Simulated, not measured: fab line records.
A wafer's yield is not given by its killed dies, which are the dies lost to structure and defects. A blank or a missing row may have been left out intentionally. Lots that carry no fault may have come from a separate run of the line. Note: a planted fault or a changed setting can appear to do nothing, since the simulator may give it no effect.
Matching of chambers -- flow nandHarc -- NHARC_A_WL_FILL_CMP_12 on cmp-03 has 4 sister chambers
The step polishes, t overpolish 30 s, target thk 75 nm. 14 wafers are shown with their chamber, then 7 later ones without.

## WAFERS WITH THEIR CHAMBER
wafer,chamber,timeToEndpointS (s),motorCurrentA (A),overpolishRunS (s)
L615.1,2,13.9,12.0,30.012
L615.3,1,13.7,11.1,30.002
L615.4,3,10.1,11.7,29.990
L617.2,1,13.9,11.4,30.000
L617.3,2,15.9,11.8,29.996
L617.4,0,15.5,12.0,30.012
L614.1,3,8.9,11.3,29.988
L614.2,1,13.8,11.2,30.005
L614.5,2,12.1,11.9,30.004
L621.1,3,10.4,11.4,30.003
L621.2,1,10.6,11.3,30.014
L621.6,2,15.9,12.2,30.005
L629.2,0,14.4,11.6,29.997
L629.4,1,12.5,11.5,30.009

SIGNATURES (means of the wafers above)
reading,chamber 0,chamber 1,chamber 2,chamber 3,scatter within a chamber
timeToEndpointS,14.950,12.900,14.450,9.800,1.41
motorCurrentA,11.800,11.300,11.975,11.467,0.188
overpolishRunS,30.00450,30.00600,30.00425,29.99367,0.00707
Rule: a wafer lies at a distance from a chamber equal to the root of the sum of squares, over the readings, of (its reading less the chamber's mean, divided by the reading's scatter). The wafer belongs to the nearest chamber; if the next one is less than 2 further off, it can't be placed. The scatter: take each reading less its chamber's mean, square it, sum over the shown wafers, divide by the number of wafers less the number of chambers, and take the root.

## WAFERS MISSING THEIR CHAMBER
wafer,timeToEndpointS (s),motorCurrentA (A),overpolishRunS (s)
L629.6,14.8,11.8,30.005
L635.1,15.4,10.8,29.989
L635.4,15.8,12.2,30.016
L635.6,17.1,12.4,30.025
L636.2,17.9,12.6,30.000
L636.3,13.9,11.6,30.001
L636.6,17.5,12.3,29.999

## CHAMBER TAKEN BY EACH
wafer,from the rows above,in truth
L629.6,can't be placed: 0 or 2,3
L635.1,can't be placed: 1 or 3 or 0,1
L635.4,can't be placed: 2 or 0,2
L635.6,can't be placed: 2 or 0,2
L636.2,can't be placed: 2 or 0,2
L636.3,can't be placed: 0 or 1 or 2 or 3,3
L636.6,can't be placed: 2 or 0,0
Placed correctly: 0 of 7. Not placeable from these rows: 7 (in 6, the candidates include the true chamber). Number placed wrongly: 0.
